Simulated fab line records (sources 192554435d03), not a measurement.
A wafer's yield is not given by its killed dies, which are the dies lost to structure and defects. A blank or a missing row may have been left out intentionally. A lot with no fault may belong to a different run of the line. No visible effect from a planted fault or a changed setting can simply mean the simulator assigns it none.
Problem report, 8D (eight disciplines) form, completed by code    flow n5 finfet    the parts of the form that need people (team, actions taken, sign-off) are left out

## 1. THE ISSUE
Mean of spin speed rpm at N5_BEOL_M15_COAT_58: 1644.8 rpm across 6 wafers in 2 lots; on wafers with no fault it is 1500.0 rpm (standard deviation 1). So: +99 or more standard deviations from the usual mean.
The step: time 60 s, resist thk 89 nm.
The first sign was on wafer L330.4 at day 13 06:56, on litho track-05. The record has a number at this step for 18 wafers belonging to 6 lots. The rule behind "out" and "out of limits": a value lying over 4 standard deviations away from the usual mean. Any other wafer with a number is counted as sound.

## 2. WHAT IT IS, WHAT IT ISN'T
question                     is                      is not
which readings at this step  spin speed rpm          -
which lots                   L330, L332              L323, L325, L337, L346
which wafers of those lots   all that have a number  -
read on which tools          litho track-05          litho track-01, litho track-03
when                         from day 13 06:56       up to then (6 sound wafers); but 6 sound wafers of L337, L346 came after

## 3. SUSPECTS, AND WHAT RULES EACH OUT
Counting: a tool stays on the suspect list if, at a process step up to the reading, it processed all lots that are out and no sound lot following the first of them.
- pecvd-02 at N5_BEOL_M14_DEP_53 (deposits SiCN from 3MS/NH3, target thk 50 nm, time 17.8 s): kept. It ran every lot that is out, first L330 (day 13 06:32), and no sound lot after that.
- litho track-05 at N5_BEOL_M15_COAT_58 (time 60 s, resist thk 89 nm): kept. It ran every lot that is out, first L330 (day 13 06:56), and no sound lot after that; its last sound lot up to then is L323 (day 11 08:13). Its own spin speed rpm readings are out on those wafers.
Remaining after the count are pecvd-02 at N5_BEOL_M14_DEP_53 and litho track-05 at N5_BEOL_M15_COAT_58.

## 4. THE CAUSE (what the simulator had put in)
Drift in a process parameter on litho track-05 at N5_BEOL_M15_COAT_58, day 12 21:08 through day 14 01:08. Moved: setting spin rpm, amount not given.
This tool is one of the 2 suspects left after counting.

## 5. SEQUENCE OF EFFECTS, ordered by route
Each row: a reading whose mean over the struck wafers that have a number lies more than 3 standard deviations from the usual. Scope: only readings with a usual standard deviation given in the record; hours: median across lots of the time from each lot's start at the first step in this table that gives one to its start at this step; sigmas: change in usual standard deviations.
hours  step                 reading         usual       on struck wafers  change  sigmas
0      N5_BEOL_M15_COAT_58  spin speed rpm  1500.0 rpm  1644.8            +144.8  +99 or more
The process steps in it:
- N5_BEOL_M15_COAT_58: time 60 s, resist thk 89 nm.
Later measuring or inspecting steps at which every struck wafer that the step has a row for has a number for every such reading, and none has moved that far: N5_BEOL_M15_CD_MEAS_10, N5_BEOL_M15_OVL_MEAS_11, N5_BEOL_M15_INSPECT_12.

## 6. HOW IT WOULD HAVE BEEN CAUGHT EARLIER
In this record no reading fell out of limits until day 13 06:56, 10 hours after the fault had begun at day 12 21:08.
